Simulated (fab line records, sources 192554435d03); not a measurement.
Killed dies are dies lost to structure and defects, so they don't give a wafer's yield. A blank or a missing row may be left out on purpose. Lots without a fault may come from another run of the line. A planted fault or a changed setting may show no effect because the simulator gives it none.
fab line records | flow n5_finfet
record lots=6 wafers=18 last_day=17
route steps=1938 shown BEOL_M15@1789
lots that met no fault: from a run of the same line without faults
start_h: hours from the record's first day to the start of the lot's first wafer shown | wait_h: hours since the lot's step before | " the same as in the row above | L1.1+2: a row that stands for several wafers | - no value, or no start given | * or withheld: withheld | < > ~ a bound
route shown NAME@n: a module of which the file shows steps, and the number in the route of the first | usual: mean/standard deviation of fault-free wafers | same: alike in all rows | chamber/n: place in a boat | sites: the reading at each site | _std_site: their standard deviation | _edge_site: outer sites' mean less inner sites' | radius_mm: how far each site lies from the wafer's centre | mask NAME#n: copy n | behind: the tool/chamber that last shaped the wafer | hold: why the lot was held/for how many hours/how that ended | device: the transistor (n, p or np) that didn't switch | end of line: the same wafers' tests at the end of the route | a step without rows: its recipe alone | killed: dies lost to structure and defects at the first sort, not the wafer's yield | map: a wafer's dies, x killed, . not, _ none there
set.NAME: the setting as run; set.NAME@STEP: as run at that earlier step | model.NAME: the simulator's own value behind a step, which no gauge read
lots at some steps of the route; a table a step, a row a wafer
services: from which hour (start_h, from the record's first day; less than 0 if before it) a tool's chamber was out of use, for how many hours, and why
## steps
# step N5_BEOL_M15_STRIP_63
# recipe chemistry=O2 power_w=600 temp_c=60 pressure_mtorr=30 rf_frequency_hz=6e+07 bias_power_w=0 overash_fraction=0.3 o2_flow_sccm=225
# usual drypump_motor_current_A=5.9/0.58 oes_product_au=0.76/0.062 rf_vpp_V=3.6/0.8 showerhead_plenum_p_Torr=2.09/0.066 throttle_valve_pct=16.66/0.2
# columns lot.wafer tool chamber start_h wait_h drypump_motor_current_A oes_product_au rf_hours_counter_h rf_vpp_V showerhead_plenum_p_Torr throttle_valve_pct
L821.3 rie_diel-04 0 - - 6.1 0.71 207 2.9 2.15 16.76
L821.5 " 0 " " 6.1 0.72 - 3.3 2.15 16.75
L821.6 " 1 " " 5.0 0.83 - 4.0 2.16 16.78
L822.2 rie_diel-01 1 - - 6.3 0.83 85 6.3 2.12 16.81
L822.5 " 1 " " 6.4 0.84 - 2.9 2.12 16.84
L822.6 " 2 " " 6.8 0.76 - 3.4 2.01 16.38
L828.1 rie_diel-04 3 - - 6.6 0.77 186 3.3 2.01 16.60
L828.3 " 0 " " 6.1 0.69 222 3.6 2.14 16.79
L828.4 " 3 " " 6.7 0.76 - 2.2 2.01 16.60
L827.1 rie_diel-02 3 - - 6.0 0.67 224 4.0 2.09 17.20
L827.2 " 2 " " 6.2 0.83 64 3.5 2.21 16.50
L827.3 " 1 " " 5.4 0.72 207 4.8 2.05 16.57
L830.1 rie_diel-01 3 - - 6.3 0.70 229 5.0 2.08 16.62
L830.3 " 1 " " 6.3 0.81 94 4.1 2.11 16.82
L830.4 " 2 " " 6.8 0.76 171 3.8 2.01 16.39
L836.1 rie_diel-04 1 - - 5.0 0.78 96 3.0 2.15 16.87
L836.2 " 2 " " 5.7 0.70 226 4.3 2.00 16.71
L836.5 " 2 " " 5.7 0.70 - 2.3 2.00 16.70
# step N5_BEOL_M15_STRIP_64
# recipe chemistry=O2 power_w=600 temp_c=60 pressure_mtorr=30 rf_frequency_hz=6e+07 bias_power_w=0 overash_fraction=0.3 o2_flow_sccm=225
# usual drypump_motor_current_A=5.9/0.58 oes_product_au=0.76/0.061 rf_vpp_V=3.6/0.49 showerhead_plenum_p_Torr=2.09/0.066 throttle_valve_pct=16.66/0.2
# columns lot.wafer tool chamber start_h wait_h drypump_motor_current_A oes_product_au rf_hours_counter_h rf_vpp_V showerhead_plenum_p_Torr throttle_valve_pct
L821.3 rie_diel-04 0 - - 6.1 0.70 207 3.3 2.15 16.75
L821.5 " 0 " " 6.1 0.71 - 3.2 2.15 16.75
L821.6 " 1 " " 5.0 0.82 - 3.7 2.16 16.81
L822.2 rie_diel-01 1 - - 6.4 0.82 85 3.9 2.12 16.81
L822.5 " 1 " " 6.3 0.83 - 4.2 2.12 16.80
L822.6 " 2 " " 6.8 0.76 - 3.6 2.01 16.37
L828.1 rie_diel-04 3 - - 6.7 0.76 186 3.0 2.01 16.58
L828.3 " 0 " " 6.1 0.69 222 3.5 2.14 16.79
L828.4 " 3 " " 6.7 0.76 - 3.1 2.01 16.59
L827.1 rie_diel-02 3 - - 6.0 0.67 224 3.2 2.09 17.20
L827.2 " 2 " " 6.2 0.83 64 3.3 2.21 16.50
L827.3 " 1 " " 5.4 0.72 207 3.6 2.05 16.53
L830.1 rie_diel-01 3 - - 6.2 0.70 229 4.4 2.08 16.63
L830.3 " 1 " " 6.3 0.82 94 3.3 2.11 16.82
L830.4 " 2 " " 6.8 0.75 171 3.5 2.01 16.41
L836.1 rie_diel-04 1 - - 5.0 0.78 96 3.0 2.15 16.87
L836.2 " 2 " " 5.7 0.70 226 3.9 2.00 16.71
L836.5 " 2 " " 5.7 0.69 - 3.1 2.00 16.71
# step N5_BEOL_M15_STRIP_65
# recipe chemistry=post_etch_residue_remover time_s=60 temp_c=25 remover_ph=withheld remover_water_wt_pct=withheld remover_fluoride_wt_pct=withheld
# step N5_BEOL_M15_SRD_66
# recipe time_s=30 temp_c=23 rinse_liquid=diw dry=n2_spin spin_rpm=1500 dry_time_s=30
# step N5_BEOL_M15_CD_MEAS_17
# recipe target_cd_nm=360 polarity=opening
# usual cd_nm=361.5/2.7
# columns lot.wafer tool chamber start_h wait_h cd_nm
L821.3 cd_sem-02 - 296.83 0.0 365.1
L821.5 " - " " 362.4
L821.6 " - " " 362.4
L822.2 cd_sem-02 - 311.28 0.0 365.7
L822.5 " - " " 363.4
L822.6 " - " " 364.3
L828.1 cd_sem-02 - 338.39 0.0 356.3
L828.3 " - " " 359.2
L828.4 " - " " 360.8
L827.1 cd_sem-03 - 338.69 0.0 361.7
L827.2 " - " " 360.2
L827.3 " - " " 360.7
L830.1 cd_sem-03 - 341.50 0.0 360.2
L830.3 " - " " 361.2
L830.4 " - " " 364.9
L836.1 cd_sem-02 - 387.35 0.0 365.4
L836.2 " - " " 359.0
L836.5 " - " " 358.7
# step N5_BEOL_M15_COAT_56
# recipe resist=SOC temp_c=250 time_s=60 spin_rpm=1500 resist_thk_nm=550
# step N5_BEOL_M15_ETCH_57
# recipe chemistry=N2/H2 target=SOC source_w=3000 bias_w=350 time_s=750 ion_energy_ev=200 pressure_mtorr=30 n2_flow_sccm=200 h2_flow_sccm=200
# usual drypump_motor_current_A=5.9/0.56 oes_product_au=0.77/0.064 rf_vpp_V=523.5/2.3 showerhead_plenum_p_Torr=2.53/0.079 throttle_valve_pct=17.74/0.23
# columns lot.wafer tool chamber start_h wait_h drypump_motor_current_A oes_product_au rf_hours_counter_h rf_vpp_V showerhead_plenum_p_Torr throttle_valve_pct
L821.3 rie_diel-01 3 296.93 - 6.2 0.72 216 523.7 2.49 17.35
L821.5 " 1 " " 6.4 0.83 - 524.3 2.56 17.81
L821.6 " 2 " " 6.8 0.75 - 520.9 2.46 17.61
L822.2 rie_diel-02 1 311.64 - 5.4 0.72 198 523.6 2.53 17.77
L822.5 " 1 " " 5.4 0.72 - 524.6 2.53 17.76
L822.6 " 0 " " 5.6 0.88 - 525.8 2.62 17.93
L828.1 rie_diel-04 0 338.49 - 6.1 0.69 222 525.8 2.63 18.10
L828.3 " 1 " " 5.0 0.80 82 525.3 2.60 17.97
L828.4 " 1 " " 5.0 0.80 - 525.7 2.59 17.96
L827.1 rie_diel-02 0 338.79 - 5.6 0.87 41 524.2 2.62 17.94
L827.2 " 1 " " 5.3 0.72 207 524.5 2.52 17.77
L827.3 " 2 " " 6.2 0.82 64 526.7 2.67 17.54
L830.1 rie_diel-02 1 341.78 - 5.4 0.72 208 523.9 2.52 17.77
L830.3 " 2 " " 6.2 0.82 64 527.9 2.67 17.55
L830.4 " 0 " " 5.5 0.87 42 525.8 2.61 17.94
L836.1 rie_diel-02 2 387.64 - 6.2 0.81 81 528.0 2.66 17.58
L836.2 " 3 " " 6.0 0.66 240 523.4 2.49 18.16
L836.5 " 3 " " 6.0 0.66 - 523.8 2.49 18.16
# step N5_BEOL_M15_COAT_60
# recipe resist=BARC temp_c=205 time_s=60 spin_rpm=1500 resist_thk_nm=89
# step N5_BEOL_M15_COAT_22
# recipe spin_rpm=1704 resist_thk_nm=800
# step N5_BEOL_M15_EBR_24
# recipe solvent=PGMEA ebr_width_mm=1.5
# step N5_BEOL_M15_SOFTBAKE_23
# recipe temp_c=130 time_s=60
# step N5_BEOL_M15_EXPOSE_25
# recipe mask_id=M15 na=0.8 source_shape=annular sigma_inner=0.5 sigma_outer=0.8 polarization=unpolarized target_cd_nm=400 dose_mj=35.5
# step N5_BEOL_M15_PEB_26
# recipe peb_temp_c=130 peb_time_s=90
# usual chill_plate_temp_C=23.01/0.1 exhaust_pa=45.1/0.92
# columns lot.wafer tool chamber start_h wait_h chill_plate_temp_C exhaust_pa
L821.3 litho_track-03 0 297.59 0.0 22.97 45.4
L821.5 " 0 " " 22.85 45.6
L821.6 " 0 " " 22.97 45.6
L822.2 litho_track-01 0 312.42 0.0 23.01 44.3
L822.5 " 0 " " 22.94 45.3
L822.6 " 0 " " 22.79 45.3
L828.1 litho_track-03 - 339.15 0.1 - -
L828.3 " - " " - -
L828.4 " - " " - -
L827.1 litho_track-03 - 339.45 0.1 - -
L827.2 " - " " - -
L827.3 " - " " - -
L830.1 litho_track-01 0 342.57 0.1 23.02 43.9
L830.3 " 0 " " 22.98 44.6
L830.4 " 0 " " 22.81 43.8
L836.1 litho_track-02 0 388.30 0.1 23.04 45.0
L836.2 " 0 " " 23.00 43.1
L836.5 " 0 " " 23.05 44.4
# step N5_BEOL_M15_DEVELOP_27
# recipe develop_time_s=45 rinse_liquid=diw dry=air_spin dev_temp_c=21
## services
# columns tool chamber start_h hours kind
rie_diel-04 1 310.45 4.1 repair
litho_track-02 - 328.68 - consumable_replace:filter
rie_diel-04 0 360.64 2.0 repair
rie_diel-02 0 361.79 5.2 repair
rie_diel-04 - 377.92 2.8 pm
## key
first_sign step=N5_BEOL_M15_PEB_26 reading=tool_record direction=missing
effect none on later readings
met_at N5_BEOL_M15_PEB_26
struck_wafers L827.1,L827.2,L827.3,L828.1,L828.3,L828.4
later_rows_left_out L827.1,L827.2,L827.3,L828.1,L828.3,L828.4
sort_left_out L827.1,L827.2,L827.3,L828.1,L828.3,L828.4
onset_between 297.59 339.15
fault kind=skipped_step_whole tool=litho_track-03 chamber=- onset_h=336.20 steps=N5_BEOL_M15_PEB_26 scope=struck_lots_only
# sort_left_out: the simulated sort isn't trusted on such a fault, so these wafers' sort isn't shown, and their yield isn't known
# later_rows_left_out: the simulator's readings of these wafers behind a module that went badly wrong aren't trusted and aren't shown, but for the sort
